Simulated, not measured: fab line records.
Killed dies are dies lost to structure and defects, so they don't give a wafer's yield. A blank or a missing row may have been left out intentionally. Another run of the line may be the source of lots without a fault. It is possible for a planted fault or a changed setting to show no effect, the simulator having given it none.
Split-lot experiment    flow n5-finfet    on a route of 1938 steps: 7 lots, 21 wafers read

## THE SPLIT ITSELF
At N5_BEOL_M0_SAQP_HM_DEP_111 (deposits SiO2 from SiH4/N2O, target thk 12 nm, time 7.2 s), the setting time-s was moved away from the recipe's 7.2 s on 4 of the 21 wafers read, by +7.4% to +10.5%. The other wafers ran this setting at the recipe's value.

## FROM THE SPLIT TO THE READING: what the file shows between them, 3 steps
- N5_BEOL_M0_SAQP_DEVELOP_13: develop time 30 s (also split here: develop-time-s)
- N5_BEOL_M0_SAQP_ETCH_84: etches SOC in N2/H2, target depth 100 nm, overetch 20 nm, time 150 s
- N5_BEOL_M0_SAQP_STRIP_80: strips in N2/H2

## THE READING
etch.depth-nm (the simulator's own value, which no gauge read), in nm, at N5_BEOL_M0_SAQP_HM_OPEN_112 (chemistry CHF3/O2, target SiO2, stops on a-Si, target depth 12 nm, time 13.5 s). The file does not state a usual value for it. Average 12.01 nm, standard deviation 0.14 nm, over the 17 wafers here run with the recipe.

wafer   tool, chamber at the split  time-s as run, s  against the recipe  etch.depth-nm, nm  against lot-mates on the recipe
L074.2  pecvd-04, 2                 7.73              +7.4%               12.77              +0.67
L074.3  pecvd-04, 1                 7.73              +7.4%               12.95              +0.85
L074.4  pecvd-04, 1                 7.2               recipe              12.1               -
L078.2  pecvd-03, 2                 7.2               recipe              11.83              -
L078.3  pecvd-03, 0                 7.2               recipe              11.91              -
L078.5  pecvd-03, 1                 7.959             +10.5%              13.38              +1.51
L081.1  pecvd-04, 1                 7.2               recipe              11.86              -
L081.3  pecvd-04, 2,0               7.2               recipe              11.99              -
L081.4  pecvd-04, 2,0               7.2               recipe              12.02              -
L084.1  pecvd-03, 0,1               7.2               recipe              12.21              -
L084.2  pecvd-03, 1                 7.2               recipe              12.05              -
L084.6  pecvd-03, 0,1               7.2               recipe              12.24              -
L089.2  pecvd-01, 2                 7.858             +9.1%               12.81              +0.98
L089.4  pecvd-01, 1                 7.2               recipe              11.92              -
L089.6  pecvd-01, 2                 7.2               recipe              11.74              -
L091.2  pecvd-04, 2,0,2             7.2               recipe              11.95              -
L091.3  pecvd-04, 2,0,2             7.2               recipe              11.91              -
L091.5  pecvd-04, 2,0,2             7.2               recipe              12.05              -
L097.1  pecvd-04, 0                 7.2               recipe              12.06              -
L097.4  pecvd-04, 1,2               7.2               recipe              12.21              -
L097.5  pecvd-04, 1,2               7.2               recipe              12.2               -
The file does not say which wafer passed through which chamber wherever a row lists several chambers: such a row stands for several wafers.

FIT RESULTS
A straight line over all 21 wafers: etch.depth-nm changes by +0.113 nm for each +1% of time-s; r = +0.94; the points scatter about the line by 0.15 nm.
The same after taking each lot's own level away (the mean of its wafers on the recipe; 21 wafers): +0.12 nm for each +1%; r = +0.97; scatter 0.1 nm.
That fit puts the effect of the largest move of time-s on the reading at 1.3 nm.
The span of the lots' own levels, 11.830 to 12.167 nm, comes to 2.4 times the standard deviation stated above.
The two slopes agree, so the slope changes little with the lot-to-lot level.
Check: with one of the wafers moved furthest among these (+10.5%) left out of the fit, the line predicts +1.11 nm for it against its lot-mates. It came out at +1.51 nm against them.

## ADDITIONAL SPLITS CARRIED BY THESE WAFERS
Other splits were also applied to these wafers ahead of the reading. Each is held against what the fit with the lots' levels taken away leaves over:
other split on the same wafers             wafers away from the commonest value  r with etch.depth-nm (lot level and that fit taken away)
N5_DUMMY_GATE_EXPOSE_12 dose-mj            10                                    -0.49
N5_SD_EPI_P_COAT_35 spin-rpm               7                                     +0.29
N5_SDB_COAT_04 spin-rpm                    9                                     -0.10
N5_SDB_EXPOSE_08 dose-mj                   9                                     +0.30
N5_HKMG_FIN_PEB_10 peb-time-s              7                                     +0.14
N5_MOL_CONTACT_COAG_ALD_27 ald-cycles      5                                     +0.07
N5_MOL_CONTACT_COAG_CVD_140 target-thk-a   6                                     +0.46
N5_BEOL_M0_SAQP_DEVELOP_13 develop-time-s  7                                     +0.28

## THE WHOLE CHAIN: every reading that the file lists as answering this split, in the file's order
step                         what it does                                                                    reading                                                                                  change (the file's fit)                r (the file's)
N5_BEOL_M0_SAQP_HM_DEP_111   deposits SiO2 from SiH4/N2O, target thk 12 nm, time 7.2 s                       SiO2_of_BEOL_M0_SAQP_HM_DEP_111.thk-nm (the simulator's own value, which no gauge read)  +0.123 nm for each +1% of the setting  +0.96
N5_BEOL_M0_SAQP_HM_OPEN_112  chemistry CHF3/O2, target SiO2, stops on a-Si, target depth 12 nm, time 13.5 s  etch.depth-nm (the simulator's own value, which no gauge read)                           +0.123 nm for each +1% of the setting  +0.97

## FILE'S OWN FIT
etch.depth-nm changes by +0.123 nm for each +1% of time-s, r = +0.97.
